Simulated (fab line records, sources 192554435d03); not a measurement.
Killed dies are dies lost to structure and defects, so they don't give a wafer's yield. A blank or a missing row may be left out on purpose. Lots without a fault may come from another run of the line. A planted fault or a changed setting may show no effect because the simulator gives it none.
fab line records | flow n5_finfet
record lots=7 wafers=39
route steps=1938 shown PMOS_HMC_CHANNEL_EPI@57 DUMMY_GATE@234 SD_EPI_N@273 HKMG_FIN@419 BEOL_M1@800 BEOL_M3@994 BEOL_M4@1111
start_h: hours from the record's first day to the start of the lot's first wafer shown | wait_h: hours since the lot's step before | " the same as in the row above | L1.1+2: a row that stands for several wafers | - no value, or no start given | * or withheld: withheld | < > ~ a bound
route shown NAME@n: a module of which the file shows steps, and the number in the route of the first | usual: mean/standard deviation of fault-free wafers | same: alike in all rows | chamber/n: place in a boat | sites: the reading at each site | _std_site: their standard deviation | _edge_site: outer sites' mean less inner sites' | radius_mm: how far each site lies from the wafer's centre | mask NAME#n: copy n | behind: the tool/chamber that last shaped the wafer | hold: why the lot was held/for how many hours/how that ended | device: the transistor (n, p or np) that didn't switch | end of line: the same wafers' tests at the end of the route | a step without rows: its recipe alone | killed: dies lost to structure and defects at the first sort, not the wafer's yield | map: a wafer's dies, x killed, . not, _ none there
set.NAME: the setting as run; set.NAME@STEP: as run at that earlier step | model.NAME: the simulator's own value behind a step, which no gauge read
lots whose settings were changed on purpose; a table a step, a row a wafer
## steps
# step N5_PMOS_HMC_CHANNEL_EPI_HM_DEP_34
# recipe material=SiO2 target_thk_a=360 temp_c=400 precursor=TEOS/O2 pressure_torr=6.5 rf_w=900 teos_flow_sccm=161.4 gas=O2 flow_sccm=2650 time_s=6.9
# step N5_DUMMY_GATE_DESCUM_20
# recipe chemistry=O2 time_s=6.2 source_power_w=50 bias_power_w=20 pressure_mtorr=20 rf_frequency_hz=2.712e+07 temp_c=40 resist=CAR-EUV o2_flow_sccm=225
# step N5_SD_EPI_N_DESCUM_14
# recipe chemistry=O2 time_s=7.9 source_power_w=50 bias_power_w=20 pressure_mtorr=20 rf_frequency_hz=2.712e+07 temp_c=40 resist=CAR-ArF-block o2_flow_sccm=225
# step N5_HKMG_FIN_ALD_36
# recipe material=TiN target_thk_a=10 temp_c=400 ald_precursor_family=TiCl4 ald_co_reactant=NH3 pulse_time_s=1 purge_time_s=3 co_reactant_purge_time_s=2 co_reactant_pulse_time_s=2 ald_cycles=47 pressure_torr=3
# step N5_BEOL_M1_TRENCH_ETCH_37
# recipe chemistry=C4F6/O2 target_depth_a=552.07 target=SiOC time_s=29 ion_energy_ev=250 pressure_mtorr=30 source_w=355 bias_w=185 Ar_flow_sccm=300 C4F6_flow_sccm=10 O2_flow_sccm=10
# step N5_BEOL_M3_SPUTTER_48
# recipe material=Cu target_thk_a=45 temp_c=-20 chamber_pressure_pa=0.07 power_w=withheld time_s=8.29
# step N5_BEOL_M4_RC_MEAS_101
# usual IOFF_P_LONG=9.9e-05/9.7e-06 VT_P=-250/3.9 VT_P_LONG=-277/3.7 VT_P_LVT=-99/3.7
# columns lot.wafer tool chamber start_h wait_h set.target_thk_a@PMOS_HMC_CHANNEL_EPI_HM_DEP_34 set.time_s@DUMMY_GATE_DESCUM_20 set.time_s@SD_EPI_N_DESCUM_14 set.ald_cycles@HKMG_FIN_ALD_36 set.target_depth_a@BEOL_M1_TRENCH_ETCH_37 set.target_thk_a@BEOL_M3_SPUTTER_48 IOFF_P_LONG[nA/um] VT_P[mV] VT_P_LONG[mV] VT_P_LVT[mV]
L077.1 prober-02 0 190.60 0.0 360 3.364 10.38 66 552.07 45 0.000127 -243 -268 -89
L077.2 " 0 " " 360 6.2 10.38 66 552.07 45 0.000135 -236 -267 -86
L077.3 " 0 " " 360 6.2 10.38 47 266.1 45 9.5e-05 -252 -279 -102
L077.4 " 0 " " 360 3.364 7.9 66 266.1 45 0.000131 -240 -268 -90
L077.5 " 0 " " 360 6.2 7.9 47 552.07 45 9.5e-05 -246 -279 -97
L077.6 " 0 " " 360 3.364 7.9 47 266.1 45 - - - -
L080.1 prober-02 0 200.18 0.0 244.8 6.2 7.9 47 552.07 45 9.6e-05 -255 -280 -102
L080.2 " 0 " " 360 6.2 7.9 47 552.07 45 9.8e-05 -251 -282 -97
L080.3 " 0 " " 244.8 6.2 7.9 47 256 45 - - - -
L080.4 " 0 " " 360 6.2 7.9 47 256 58.28 9.7e-05 -253 -280 -99
L080.5 " 0 " " 244.8 6.2 7.9 47 256 58.28 9.8e-05 -249 -279 -96
L080.6 " 0 " " 360 6.2 7.9 47 552.07 58.28 9e-05 -255 -279 -102
L086.1 prober-02 0 248.20 0.0 360 3.324 7.9 47 552.07 45 0.000113 -254 -274 -104
L086.2 " 0 " " 253.3 3.324 11.32 47 226.7 45 - - - -
L086.3 " 0 " " 360 6.2 7.9 47 552.07 45 0.000115 -247 -274 -99
L086.4 " 0 " " 360 6.2 11.32 47 226.7 45 - - - -
L086.5 " 0 " " 253.3 3.324 7.9 47 226.7 45 - - - -
L086.6 " 0 " " 253.3 6.2 11.32 47 552.07 45 0.000115 -245 -274 -97
L087.1 prober-02 0 250.89 0.0 360 6.2 7.9 47 552.07 45 0.000103 -245 -273 -93
L087.3 " 0 " " 360 6.2 7.9 47 552.07 45 0.000104 -248 -272 -95
L087.4 " 0 " " 360 6.2 7.9 47 552.07 45 0.000112 -243 -271 -92
L089.1 prober-01 0 275.30 0.0 507.5 9.436 10.8 47 552.07 31.21 0.000104 -252 -280 -96
L089.2 " 0 " " 507.5 6.2 10.8 47 552.07 45 0.000102 -253 -279 -98
L089.3 " 0 " " 507.5 9.436 7.9 47 552.07 45 9.9e-05 -249 -277 -95
L089.4 " 0 " " 360 6.2 10.8 47 552.07 45 9.7e-05 -252 -278 -98
L089.5 " 0 " " 360 9.436 7.9 47 552.07 31.21 0.000105 -248 -277 -94
L089.6 " 0 " " 360 6.2 7.9 47 552.07 31.21 9.6e-05 -252 -277 -100
L097.1 prober-01 0 317.82 0.0 360 9.093 7.9 47 411.9 67.48 8e-05 -253 -283 -98
L097.2 " 0 " " 295.9 9.093 3.16 27 411.9 45 5.6e-05 -267 -298 -116
L097.3 " 0 " " 295.9 6.2 3.16 27 552.07 45 5.4e-05 -274 -300 -121
L097.4 " 0 " " 360 9.093 3.16 47 552.07 45 7.8e-05 -255 -284 -101
L097.5 " 0 " " 295.9 6.2 7.9 47 411.9 67.48 7.9e-05 -256 -281 -101
L097.6 " 0 " " 360 6.2 7.9 27 552.07 67.48 5.7e-05 -275 -303 -124
L096.1 prober-02 0 319.71 0.0 360 8.882 9.133 47 552.07 45 0.000102 -246 -273 -95
L096.2 " 0 " " 360 6.2 9.133 47 552.07 45 0.000106 -245 -274 -93
L096.3 " 0 " " 360 8.882 7.9 47 223.3 45 - - - -
L096.4 " 0 " " 491.6 6.2 7.9 47 552.07 37 0.000108 -248 -274 -96
L096.5 " 0 " " 491.6 6.2 7.9 47 223.3 37 - - - -
L096.6 " 0 " " 491.6 8.882 9.133 47 223.3 37 - - - -
## key
split step=N5_PMOS_HMC_CHANNEL_EPI_HM_DEP_34 setting=target_thk_a stated_as=360
response none clear
split step=N5_DUMMY_GATE_DESCUM_20 setting=time_s stated_as=6.2
response none clear
split step=N5_SD_EPI_N_DESCUM_14 setting=time_s stated_as=7.9
response none clear
split step=N5_HKMG_FIN_ALD_36 setting=ald_cycles stated_as=47
response step=N5_BEOL_M4_RC_MEAS_101 reading=VT_P_LONG slope=+0.359 per=1% together_with=all explained=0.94
response step=N5_BEOL_M4_RC_MEAS_101 reading=VT_P_LVT slope=+0.395 per=1% together_with=all explained=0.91
response step=N5_BEOL_M4_RC_MEAS_101 reading=IOFF_P_LONG slope=+6.9e-07 per=1% together_with=all explained=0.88
response step=N5_BEOL_M4_RC_MEAS_101 reading=VT_P slope=+0.351 per=1% together_with=all explained=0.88
split step=N5_BEOL_M1_TRENCH_ETCH_37 setting=target_depth_a stated_as=552.07
response none clear
split step=N5_BEOL_M3_SPUTTER_48 setting=target_thk_a stated_as=45
response none clear
